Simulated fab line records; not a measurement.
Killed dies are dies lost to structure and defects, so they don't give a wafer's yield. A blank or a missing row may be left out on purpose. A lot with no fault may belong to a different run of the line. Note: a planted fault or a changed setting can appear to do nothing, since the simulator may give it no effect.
Which tool was responsible? :: flow n5Finfet :: Sampling: 11 lots, 30 wafers, 5 of 1938 route steps

## WHAT THE GAUGES SHOWED, per wafer
N5_BEOL_M4_RC_MEAS_101. Usual: DIBL_N 36.9 mV/V, standard deviation 2.1; DIBL_P 37.1 mV/V, standard deviation 2.5; IOFF_N 0.17 nA/um, standard deviation 0.039; IOFF_P 0.23 nA/um, standard deviation 0.043; ION_N 673 uA/um, standard deviation 15; ION_P 462 uA/um, standard deviation 9.1; SS_N 71.8 mV/dec, standard deviation 0.69; SS_P 73.6 mV/dec, standard deviation 0.74; VT_N 250 mV, standard deviation 3.6; VT_P -249.7 mV, standard deviation 2.9.
lot: L443
measured: day 8 12:47
on: prober-01
DIBL_N (mV/V): 33.5 35.6 35.8
DIBL_P (mV/V): 33.0 35.0 35.6
IOFF_N (nA/um): 0.12 0.15 0.14
IOFF_P (nA/um): 0.17 0.19 0.19
ION_N (uA/um): 677 665 667
ION_P (uA/um): 465 453 452
SS_N (mV/dec): 70.8 71.1 70.7
SS_P (mV/dec): 72.1 72.9 73.2
VT_N (mV): 254 249 251
VT_P (mV): -252.8 -252.3 -250.6
flag: 

lot: L442
measured: day 8 13:13
on: prober-02
DIBL_N (mV/V): 40.9 39.4
DIBL_P (mV/V): 43.9 41.2
IOFF_N (nA/um): 0.29 0.23
IOFF_P (nA/um): 0.35 0.29
ION_N (uA/um): 703 682
ION_P (uA/um): 476 461
SS_N (mV/dec): 72.5 72.1
SS_P (mV/dec): 75.0 74.2
VT_N (mV): 241 245
VT_P (mV): -245.6 -245.4
flag: 

lot: L440
measured: day 8 17:35
on: prober-01
DIBL_N (mV/V): 37.9 39.5 37.5
DIBL_P (mV/V): 37.0 40.3 36.5
IOFF_N (nA/um): 0.18 0.22 0.16
IOFF_P (nA/um): 0.19 0.23 0.17
ION_N (uA/um): 674 687 664
ION_P (uA/um): 447 456 444
SS_N (mV/dec): 71.8 71.9 72.2
SS_P (mV/dec): 73.2 74.3 73.8
VT_N (mV): 248 247 253
VT_P (mV): -249.9 -250.1 -252.8
flag: 

lot: L445
measured: day 9 03:45
on: prober-01
DIBL_N (mV/V): 38.2 40.7
DIBL_P (mV/V): 38.3 40.6
IOFF_N (nA/um): 0.17 0.23
IOFF_P (nA/um): 0.27 0.31
ION_N (uA/um): 664 681
ION_P (uA/um): 468 468
SS_N (mV/dec): 71.4 72.2
SS_P (mV/dec): 73.9 74.6
VT_N (mV): 247 247
VT_P (mV): -245.9 -244.4
flag: 

lot: L444
measured: day 9 05:56
on: prober-02
DIBL_N (mV/V): 35.4 34.6 37.6
DIBL_P (mV/V): 35.1 34.5 37.6
IOFF_N (nA/um): 0.14 0.14 0.18
IOFF_P (nA/um): 0.20 0.19 0.22
ION_N (uA/um): 662 659 683
ION_P (uA/um): 456 451 469
SS_N (mV/dec): 71.9 72.0 72.3
SS_P (mV/dec): 74.4 73.8 74.3
VT_N (mV): 255 254 251
VT_P (mV): -251.6 -250.6 -250.2
flag: 

lot: L446
measured: day 9 06:20
on: prober-01
DIBL_N (mV/V): 35.2 38.6 39.4
DIBL_P (mV/V): 34.9 38.4 39.8
IOFF_N (nA/um): 0.13 0.20 0.21
IOFF_P (nA/um): 0.19 0.26 0.27
ION_N (uA/um): 657 673 680
ION_P (uA/um): 453 462 467
SS_N (mV/dec): 71.6 71.9 71.9
SS_P (mV/dec): 72.6 73.9 73.5
VT_N (mV): 254 250 245
VT_P (mV): -252.9 -246.8 -245.6
flag: 

lot: L447
measured: day 9 13:22
on: prober-02
DIBL_N (mV/V): 36.1 36.6 36.8
DIBL_P (mV/V): 34.1 36.1 36.1
IOFF_N (nA/um): 0.13 0.14 0.15
IOFF_P (nA/um): 0.19 0.22 0.23
ION_N (uA/um): 668 676 654
ION_P (uA/um): 461 470 456
SS_N (mV/dec): 70.6 71.1 71.0
SS_P (mV/dec): 72.6 72.7 73.3
VT_N (mV): 256 251 252
VT_P (mV): -251.9 -249.4 -248.9
flag: 

lot: L454
measured: day 11 17:58
on: prober-01
DIBL_N (mV/V): 38.0 36.4 38.3
DIBL_P (mV/V): 37.7 35.8 39.0
IOFF_N (nA/um): 0.16 0.13 0.18
IOFF_P (nA/um): 0.23 0.19 0.26
ION_N (uA/um): 663 664 683
ION_P (uA/um): 456 461 469
SS_N (mV/dec): 71.7 70.7 71.3
SS_P (mV/dec): 73.1 73.1 74.0
VT_N (mV): 253 257 250
VT_P (mV): -248.8 -252.7 -245.5
flag: 

lot: L455
measured: day 11 19:59
on: prober-02
DIBL_N (mV/V): 39.5 39.0 37.3
DIBL_P (mV/V): 38.7 40.2 38.4
IOFF_N (nA/um): 0.20 0.19 0.16
IOFF_P (nA/um): 0.21 0.24 0.21
ION_N (uA/um): 673 670 678
ION_P (uA/um): 460 459 463
SS_N (mV/dec): 72.6 71.9 71.5
SS_P (mV/dec): 74.1 74.9 73.8
VT_N (mV): 250 248 250
VT_P (mV): -253.2 -250.4 -253.3
flag: 

lot: L456
measured: day 12 08:41
on: prober-01
DIBL_N (mV/V): 38.7 40.3
DIBL_P (mV/V): 39.0 41.2
IOFF_N (nA/um): 0.19 0.20
IOFF_P (nA/um): 0.24 0.27
ION_N (uA/um): 689 695
ION_P (uA/um): 465 474
SS_N (mV/dec): 72.4 72.6
SS_P (mV/dec): 72.8 73.8
VT_N (mV): 246 246
VT_P (mV): -249.5 -246.3
flag: 

lot: L458
measured: day 12 15:34
on: prober-01
DIBL_N (mV/V): 34.4 37.2 38.1
DIBL_P (mV/V): 34.4 37.1 38.7
IOFF_N (nA/um): 0.12 0.17 0.19
IOFF_P (nA/um): 0.16 0.19 0.22
ION_N (uA/um): 665 671 687
ION_P (uA/um): 450 457 462
SS_N (mV/dec): 71.6 71.5 71.6
SS_P (mV/dec): 73.0 73.6 73.9
VT_N (mV): 254 249 246
VT_P (mV): -251.9 -252.1 -250.4
flag: 

N5_MIM_TOP_LITHO_CD_MEAS_08: the cd target is 2000 nm. Usual: cdNm 2001.2 nm, standard deviation 2.1.
lot: L443
measured: day 12 04:14
on: cdSem-01
cdNm (nm): 2000.7 2000.7 2001.4
flag: 

lot: L442
measured: day 12 07:15
on: cdSem-03
cdNm (nm): 1998.9 2000.5
flag: 

lot: L440
measured: day 12 14:53
on: cdSem-03
cdNm (nm): 2000.4 1999.3 2005.3
flag: 

lot: L445
measured: day 12 20:20
on: cdSem-03
cdNm (nm): 2003.0 2005.3
flag: 

lot: L444
measured: day 13 03:04
on: cdSem-02
cdNm (nm): 2002.7 1999.3 2002.2
flag: 

lot: L446
measured: day 13 05:23
on: cdSem-02
cdNm (nm): 2006.6 2000.3 2003.3
flag: 

lot: L447
measured: day 13 07:33
on: cdSem-03
cdNm (nm): 2001.3 1995.4 1999.2
flag: 

lot: L456
measured: day 16 00:23
on: cdSem-01
cdNm (nm): 2001.6 2004.3
flag: 

lot: L458
measured: day 16 02:59
on: cdSem-03
cdNm (nm): 2001.5 2000.4 2000.6
flag: 

## EACH LOT AND THE TOOL THAT RAN IT (in order: tool; ch and the chambers of the sampled wafers; start)
lot: L443
N5_BEOL_M15_STRIP_37: rieDiel-02 ch 0,1,3, day 11 22:16 or earlier
N5_BEOL_M15_PRE_CLEAN_42: pvdSputter-03, day 11 22:16
N5_MIM_TOP_SPUTTER_03: pvdSputter-01, day 12 03:50

lot: L442
N5_BEOL_M15_STRIP_37: rieDiel-04 ch 1,2, day 12 02:22 or earlier
N5_BEOL_M15_PRE_CLEAN_42: pvdSputter-03, day 12 02:22
N5_MIM_TOP_SPUTTER_03: pvdSputter-03, day 12 06:44

lot: L440
N5_BEOL_M15_STRIP_37: rieDiel-04 ch 0,2,3, day 12 09:22 or earlier
N5_BEOL_M15_PRE_CLEAN_42: pvdSputter-01, day 12 09:22
N5_MIM_TOP_SPUTTER_03: pvdSputter-01, day 12 14:22

lot: L445
N5_BEOL_M15_STRIP_37: rieDiel-01 ch 0,3, day 12 15:22 or earlier
N5_BEOL_M15_PRE_CLEAN_42: pvdSputter-03, day 12 15:22
N5_MIM_TOP_SPUTTER_03: pvdSputter-03, day 12 19:50

lot: L444
N5_BEOL_M15_STRIP_37: rieDiel-01 ch 0,1,2, day 12 22:25 or earlier
N5_BEOL_M15_PRE_CLEAN_42: pvdSputter-01, day 12 22:25
N5_MIM_TOP_SPUTTER_03: pvdSputter-01, day 13 02:32

lot: L446
N5_BEOL_M15_STRIP_37: rieDiel-04 ch 1,2, day 12 23:12 or earlier
N5_BEOL_M15_PRE_CLEAN_42: pvdSputter-03, day 12 23:12
N5_MIM_TOP_SPUTTER_03: pvdSputter-03, day 13 05:00

lot: L447
N5_BEOL_M15_STRIP_37: rieDiel-01 ch 0,1,2, day 13 01:18 or earlier
N5_BEOL_M15_PRE_CLEAN_42: pvdSputter-01, day 13 01:18
N5_MIM_TOP_SPUTTER_03: pvdSputter-03, day 13 07:10

lot: L454
N5_BEOL_M15_STRIP_37: rieDiel-01 ch 0,1, day 15 06:06 or earlier
N5_BEOL_M15_PRE_CLEAN_42: pvdSputter-03, day 15 06:06
N5_MIM_TOP_SPUTTER_03: pvdSputter-01, day 15 11:03

lot: L455
N5_BEOL_M15_STRIP_37: rieDiel-01 ch 0,2,3, day 15 06:04 or earlier
N5_BEOL_M15_PRE_CLEAN_42: pvdSputter-02, day 15 06:04
N5_MIM_TOP_SPUTTER_03: pvdSputter-01, day 15 10:56

lot: L456
N5_BEOL_M15_STRIP_37: rieDiel-04 ch 0,2, day 15 20:25 or earlier
N5_BEOL_M15_PRE_CLEAN_42: pvdSputter-01, day 15 20:25
N5_MIM_TOP_SPUTTER_03: pvdSputter-02, day 15 23:52

lot: L458
N5_BEOL_M15_STRIP_37: rieDiel-01 ch 0,2,3, day 15 22:37 or earlier
N5_BEOL_M15_PRE_CLEAN_42: pvdSputter-01, day 15 22:37
N5_MIM_TOP_SPUTTER_03: pvdSputter-02, day 16 02:28
- N5_BEOL_M15_STRIP_37: strips in O2.
- N5_BEOL_M15_PRE_CLEAN_42: time 30 s.
- N5_MIM_TOP_SPUTTER_03: material TiN, target thk 35 nm, time 89.7 s.

## WHAT THE TOOLS THEMSELVES READ (means of the sampled wafers that have a number; where no wafer has one, the mark that the record gives instead)
N5_BEOL_M15_STRIP_37. Usual: drypumpMotorCurrentA 6.0 A, standard deviation 0.6; oesProductAu 0.76 a.u., standard deviation 0.058; rfVppV 3.7 V, standard deviation 0.66; showerheadPlenumPTorr 2.07 Torr, standard deviation 0.06; throttleValvePct 16.65 %, standard deviation 0.19.
lot: L443
tool: rieDiel-02
drypumpMotorCurrentA (A): 5.7
oesProductAu (a.u.): 0.77
rfVppV (V): 3.7
showerheadPlenumPTorr (Torr): 2.09
throttleValvePct (%): 16.75
flag: 

lot: L442
tool: rieDiel-04
drypumpMotorCurrentA (A): 5.3
oesProductAu (a.u.): 0.78
rfVppV (V): 4.0
showerheadPlenumPTorr (Torr): 2.08
throttleValvePct (%): 16.71
flag: 

lot: L440
tool: rieDiel-04
drypumpMotorCurrentA (A): 6.2
oesProductAu (a.u.): 0.73
rfVppV (V): 4.0
showerheadPlenumPTorr (Torr): 2.06
throttleValvePct (%): 16.65
flag: 

lot: L445
tool: rieDiel-01
drypumpMotorCurrentA (A): 5.7
oesProductAu (a.u.): 0.78
rfVppV (V): 3.2
showerheadPlenumPTorr (Torr): 2.07
throttleValvePct (%): 16.51
flag: 

lot: L444
tool: rieDiel-01
drypumpMotorCurrentA (A): 6.1
oesProductAu (a.u.): 0.81
rfVppV (V): 4.1
showerheadPlenumPTorr (Torr): 2.06
throttleValvePct (%): 16.54
flag: 

lot: L446
tool: rieDiel-04
drypumpMotorCurrentA (A): 5.3
oesProductAu (a.u.): 0.79
rfVppV (V): 4.1
showerheadPlenumPTorr (Torr): 2.11
throttleValvePct (%): 16.76
flag: 

lot: L447
tool: rieDiel-01
drypumpMotorCurrentA (A): 6.1
oesProductAu (a.u.): 0.81
rfVppV (V): 3.5
showerheadPlenumPTorr (Torr): 2.06
throttleValvePct (%): 16.54
flag: 

lot: L454
tool: rieDiel-01
drypumpMotorCurrentA (A): 5.5
oesProductAu (a.u.): 0.82
rfVppV (V): 4.0
showerheadPlenumPTorr (Torr): 2.06
throttleValvePct (%): 16.58
flag: 

lot: L455
tool: rieDiel-01
drypumpMotorCurrentA (A): 6.1
oesProductAu (a.u.): 0.76
rfVppV (V): 3.7
showerheadPlenumPTorr (Torr): 2.04
throttleValvePct (%): 16.49
flag: 

lot: L456
tool: rieDiel-04
drypumpMotorCurrentA (A): 5.9
oesProductAu (a.u.): 0.70
rfVppV (V): 4.0
showerheadPlenumPTorr (Torr): 2.07
throttleValvePct (%): 16.77
flag: 

lot: L458
tool: rieDiel-01
drypumpMotorCurrentA (A): 6.1
oesProductAu (a.u.): 0.75
rfVppV (V): 3.3
showerheadPlenumPTorr (Torr): 2.04
throttleValvePct (%): 16.50
flag: 

N5_BEOL_M15_PRE_CLEAN_42. Usual: heaterPowerW 455 W, standard deviation 44.
lot: L443
tool: pvdSputter-03
heaterPowerW (W): 449
flag: 

lot: L442
tool: pvdSputter-03
heaterPowerW (W): 424
flag: 

lot: L440
tool: pvdSputter-01
heaterPowerW (W): 447
flag: 

lot: L445
tool: pvdSputter-03
heaterPowerW (W): 422
flag: 

lot: L444
tool: pvdSputter-01
heaterPowerW (W): 408
flag: 

lot: L446
tool: pvdSputter-03
heaterPowerW (W): 451
flag: 

lot: L447
tool: pvdSputter-01
heaterPowerW (W): 481
flag: 

lot: L454
tool: pvdSputter-03
heaterPowerW (W): 451
flag: 

lot: L455
tool: pvdSputter-02
heaterPowerW (W): 473
flag: 

lot: L456
tool: pvdSputter-01
heaterPowerW (W): 486
flag: 

lot: L458
tool: pvdSputter-01
heaterPowerW (W): 439
flag: 

N5_MIM_TOP_SPUTTER_03. Usual: cathodeDcPowerW 2999.9 W, standard deviation 0.58; throttleValvePct 29.4 %, standard deviation 0.92.
lot: L443
tool: pvdSputter-01
cathodeDcPowerW (W): 2999.7
throttleValvePct (%): 29.0
flag: 

lot: L442
tool: pvdSputter-03
cathodeDcPowerW (W): 3000.1
throttleValvePct (%): 29.7
flag: 

lot: L440
tool: pvdSputter-01
cathodeDcPowerW (W): 3000.0
throttleValvePct (%): 29.0
flag: 

lot: L445
tool: pvdSputter-03
cathodeDcPowerW (W): 2999.8
throttleValvePct (%): 29.2
flag: 

lot: L444
tool: pvdSputter-01
cathodeDcPowerW (W): 2999.4
throttleValvePct (%): 28.9
flag: 

lot: L446
tool: pvdSputter-03
cathodeDcPowerW (W): 3000.7
throttleValvePct (%): 30.1
flag: 

lot: L447
tool: pvdSputter-03
cathodeDcPowerW (W): 3000.0
throttleValvePct (%): 29.8
flag: 

lot: L454
tool: pvdSputter-01
cathodeDcPowerW (W): 3707.4
throttleValvePct (%): 28.9
flag: OFF

lot: L455
tool: pvdSputter-01
cathodeDcPowerW (W): 3707.5
throttleValvePct (%): 29.6
flag: OFF

lot: L456
tool: pvdSputter-02
cathodeDcPowerW (W): 3000.2
throttleValvePct (%): 28.6
flag: 

lot: L458
tool: pvdSputter-02
cathodeDcPowerW (W): 2999.7
throttleValvePct (%): 29.6
flag: 

## THE ANSWER, worked out from the rows above alone
Rule: lot off if the mean of its wafers having a number is beyond 3 standard deviations from the usual mean. Also off: a lot with no number at a reading for which 4 or more lots have one. Any other lot the step has rows for is counted as sound. After the gauges, taken in route order, come the tools' own readings; for these a lot's mean is taken, as printed above. The first step at which some lot is off is used, and at that step the reading that is off furthest; a lot without a number counts as furthest.
Off: L454, L455, at N5_MIM_TOP_SPUTTER_03 (cathodeDcPowerW).
A tool fits if, at that step or a process step before it, it ran every lot that is off, and no sound lot after the first of them. N5_BEOL_M15_STRIP_37: start missing for some lots; hours and lot order therefore follow N5_BEOL_M15_PRE_CLEAN_42. One fits: N5_MIM_TOP_SPUTTER_03 on pvdSputter-01. Its last sound lot is L444 (day 13 02:32), its first lot that is off L455 (day 15 10:56): a fault that began between those two fits.
The tool's own readings at N5_MIM_TOP_SPUTTER_03 bear it out: on the lots that are off they differ by more than 5 times the standard deviation of the sound lots' means. cathodeDcPowerW reads 3707.4 W there against 3000.0 W on the sound lots.

## WHAT HAD BEEN PUT IN BY THE SIMULATOR
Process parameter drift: pvdSputter-01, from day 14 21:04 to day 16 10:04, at N5_MIM_TOP_SPUTTER_03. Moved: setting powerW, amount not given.
Shown lots that were struck: L454, L455. The rule given above showed the same thing.
